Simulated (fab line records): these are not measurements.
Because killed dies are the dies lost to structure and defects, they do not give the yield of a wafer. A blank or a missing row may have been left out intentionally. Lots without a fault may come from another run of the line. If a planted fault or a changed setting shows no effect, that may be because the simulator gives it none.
Comparing a struck lot with a sound one -- flow n5Finfet -- 18 out of 1938 route steps
Sound: the wafers L841.1, L841.2, L841.4. Struck: wafer L854.3. (L854.2, L854.5 of the same lot were not struck and are left out.) The cause comes at the end.
For every step that has rows: the tool of each side, followed by ch and its chambers, followed by its first start. Under that, the readings that differ: sound wafers -- struck wafers -- difference of the means -- sigmas: that difference in standard deviations of wafers without a fault.
alike: readings whose means differ by less than 2 such deviations, and words and numbers that are the same on both sides. not compared: withheld readings, readings that some wafer has no value for, bounds like >300 that may hide the same value, and numbers for which the record gives no deviation and whose values overlap.
The two part at a step that has a row with sigmas, a row that says differs or no value, or rows on one side only. Numbers that have no deviation but don't overlap get no sigmas and don't part them. Lack of a reading on every wafer of one side parts them only where that side has two or more wafers.

N5_BEOL_M1_ANNEAL_82: time 240 s.
  sound: pvdSputter-03 at day 6 20:31; struck: pvdSputter-03 at day 10 03:49
  alike: heaterPowerW
N5_BEOL_M1_SPUTTER_86: material Cu, target thk 4.5 nm, time 8.29 s.
  sound: pvdSputter-03 at day 6 20:40; struck: pvdSputter-03 at day 10 03:57
  alike: chuckSensorTempC, throttleValvePct
then, 2 steps without rows for these wafers: N5_BEOL_M1_ANNEAL_87 (time 240 s); N5_BEOL_M1_SPUTTER_88 (material Cu, target thk 4.5 nm, time 8.29 s).
N5_BEOL_M1_ANNEAL_89: time 240 s.
  sound: pvdSputter-03 at day 6 20:58; struck: pvdSputter-03 at day 10 04:15
  alike: heaterPowerW
then, 3 steps without rows for these wafers: N5_BEOL_M1_SPUTTER_90 (material Cu, target thk 4.5 nm, time 8.29 s); N5_BEOL_M1_ANNEAL_91 (time 240 s); N5_BEOL_M1_SPUTTER_92 (material Cu, target thk 4.5 nm, time 8.29 s).
N5_BEOL_M1_ANNEAL_93: time 240 s.
  sound: pvdSputter-03 at day 6 21:24; struck: pvdSputter-03 at day 10 04:41
  alike: heaterPowerW
then, 3 steps without rows for these wafers: N5_BEOL_M1_SPUTTER_94 (material Cu, target thk 4.5 nm, time 8.29 s); N5_BEOL_M1_ANNEAL_95 (time 240 s); N5_BEOL_M1_SPUTTER_96 (material Cu, target thk 4.5 nm, time 8.29 s).
N5_BEOL_M1_ECD_50: material Cu, target thk 300 nm.
  sound on ecdCu-02 ch 0,1, day 6 21:53; struck on ecdCu-02 ch 1, day 10 05:10
reading,sound,struck,difference,sigmas
model.Cu_of_BEOL_M1_ECD_50.thkNm (nm),297 299.8 299.2,470.8,+172.1,
N5_BEOL_M1_ANNEAL_51: time 90 s.
  sound on rtpAnneal-02 ch 0, day 6 21:58; struck on rtpAnneal-01 ch 0, day 10 05:17
  alike: annealTempCMax, wafer_temp_C_max
N5_BEOL_M1_CMP_52: polishes, stops on SiOC, t overpolish 6.8 s, target thk 40 nm.
  sound on cmp-04 ch 1,2,3, day 6 22:18; struck on cmp-01 ch 0, day 10 05:33
reading,sound,struck,difference,sigmas
timeToEndpointS (s),59.7 61.2 62.0,97.6,+36.6,+13
  alike: motorCurrentA
N5_BEOL_M1_THK_MEAS_53: measures by xrf.
  sound: filmMetro-02 at day 6 22:34; struck: filmMetro-01 at day 10 05:50
  alike: M1_THK
N5_BEOL_M4_RC_MEAS_101:
  sound on prober-01 ch 0, day 8 18:10; struck on prober-02 ch 0, day 11 20:56
  alike: DIBL_N, DIBL_P, IOFF_N, IOFF_P, ION_N, ION_P, SS_N, SS_P, VT_N, VT_P
-- here the record skips 4 days between the struck wafers' starts before and after, leaving off in module BEOL_M4 and picking up in module PASSIVATION (first step shown: number 1936 of the route) --
N5_PASSIVATION_PROBE_49:
  sound: prober-02 at day 13 00:23; struck: prober-01 at day 16 08:43
  alike: defectLimitedYield, killed_at_M0_to_M3, killed_at_M4_up, killedAtContacts, killedAtFrontEnd, killedAtOther, killedDies, killedOnRim, killedOpen, killedShort, sort_bin_5_function, sort_bin_6_memory, sortNPass, sortYieldPct

== WHERE THEY PART ==
Only at N5_BEOL_M1_CMP_52, as far as this record shows. Later steps at which nothing parts them and some readings are alike: N5_BEOL_M1_THK_MEAS_53, N5_BEOL_M4_RC_MEAS_101, N5_PASSIVATION_PROBE_49.

WHY: whatever the simulator had introduced
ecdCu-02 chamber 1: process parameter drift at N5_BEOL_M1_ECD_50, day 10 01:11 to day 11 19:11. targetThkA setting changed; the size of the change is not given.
